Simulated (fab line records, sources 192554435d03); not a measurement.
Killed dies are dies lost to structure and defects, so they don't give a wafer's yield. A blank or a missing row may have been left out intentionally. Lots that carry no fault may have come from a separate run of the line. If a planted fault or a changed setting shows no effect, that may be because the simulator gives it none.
2 desks, one fault + flow n5_finfet + each desk holds nothing but its own numbers, with what lay behind them at the end

== FROM THE METROLOGY DESK ==
What the gauges read, lot by lot, whatever tool the lot ran on: means of the sampled wafers that have a number. Any lot whose mean is over 4 standard deviations away from the usual mean is out of limits and marked OUT; that distance is given in the brackets. Readings shown: 7 of its 10, picked as those furthest out on some lot.
Columns: A = DIBL_N at N5_BEOL_M4_RC_MEAS_101, usual 36.5 mV/V; B = DIBL_P at N5_BEOL_M4_RC_MEAS_101, usual 36.6 mV/V; C = IOFF_P at N5_BEOL_M4_RC_MEAS_101, usual 0.21 nA/um; D = ION_P at N5_BEOL_M4_RC_MEAS_101, usual 460 uA/um; E = SS_N at N5_BEOL_M4_RC_MEAS_101, usual 71.6 mV/dec; F = SS_P at N5_BEOL_M4_RC_MEAS_101, usual 73.4 mV/dec; G = VT_P at N5_BEOL_M4_RC_MEAS_101, usual -250 mV
| lot  | first seen here | A    | B    | C    | D   | E    | F    | G    |
|------|-----------------|------|------|------|-----|------|------|------|
| L891 | day 8 10:22     | 36.3 | 36.4 | 0.21 | 454 | 71.8 | 74.1 | -252 |
| L894 | day 9 04:07     | 36.1 | 35.4 | 0.21 | 459 | 71.0 | 73.5 | -249 |
| L895 | day 9 12:04     | 36.1 | 36.9 | 0.22 | 467 | 72.4 | 73.3 | -249 |
| L897 | day 9 18:21     | 36.4 | 36.2 | 0.20 | 459 | 71.9 | 73.3 | -252 |
| L898 | day 9 22:53     | 36.3 | 35.9 | 0.19 | 459 | 71.6 | 72.9 | -253 |
| L900 | day 10 17:23    | 36.9 | 37.4 | 0.24 | 469 | 71.7 | 73.5 | -248 |
| L906 | day 12 05:31    | 37.2 | 37.5 | 0.19 | 448 | 71.2 | 73.7 | -254 |
| L908 | day 12 22:46    | 35.8 | 35.2 | 0.17 | 458 | 71.2 | 72.7 | -254 |
| L909 | day 13 01:34    | 35.8 | 35.8 | 0.20 | 458 | 71.5 | 74.2 | -253 |
| L907 | day 13 01:41    | 38.6 | 39.8 | 0.27 | 472 | 71.9 | 74.2 | -249 |
This desk found nothing out of limits on any of the 10 lots.

== THE TOOL OWNER'S DESK: ald_metal-03 ==
The tool's own readings at N5_HKMG_FIN_ALD_21 (deposits TiN, target thk 1.5 nm, pulse time 1 s, purge time 3 s): means of the sampled wafers that have a number, for each lot that ran on this tool. Any lot whose mean is over 4 standard deviations away from the usual mean is out of limits and marked OUT; that distance is given in the brackets.
Columns: A = heater_power_w at N5_HKMG_FIN_ALD_21, usual 875 W; B = precursor_pulse_height_rel at N5_HKMG_FIN_ALD_21, usual 1.002
| lot  | first seen here | A   | B     |
|------|-----------------|-----|-------|
| L898 | day 6 11:09     | 878 | 1.004 |
| L900 | day 7 06:12     | 892 | 0.997 |
| L906 | day 8 16:17     | 836 | 0.984 |
| L907 | day 8 19:46     | 902 | 0.987 |
| L909 | day 9 06:29     | 837 | 1.011 |
This desk found nothing out of limits on any of the 5 lots.

== ALL TOGETHER ==
From the metrology desk's view, nothing was out of limits.
Nothing out of limits was seen by the tool owner's desk.

== WHAT WAS PUT IN BY THE SIMULATOR ==
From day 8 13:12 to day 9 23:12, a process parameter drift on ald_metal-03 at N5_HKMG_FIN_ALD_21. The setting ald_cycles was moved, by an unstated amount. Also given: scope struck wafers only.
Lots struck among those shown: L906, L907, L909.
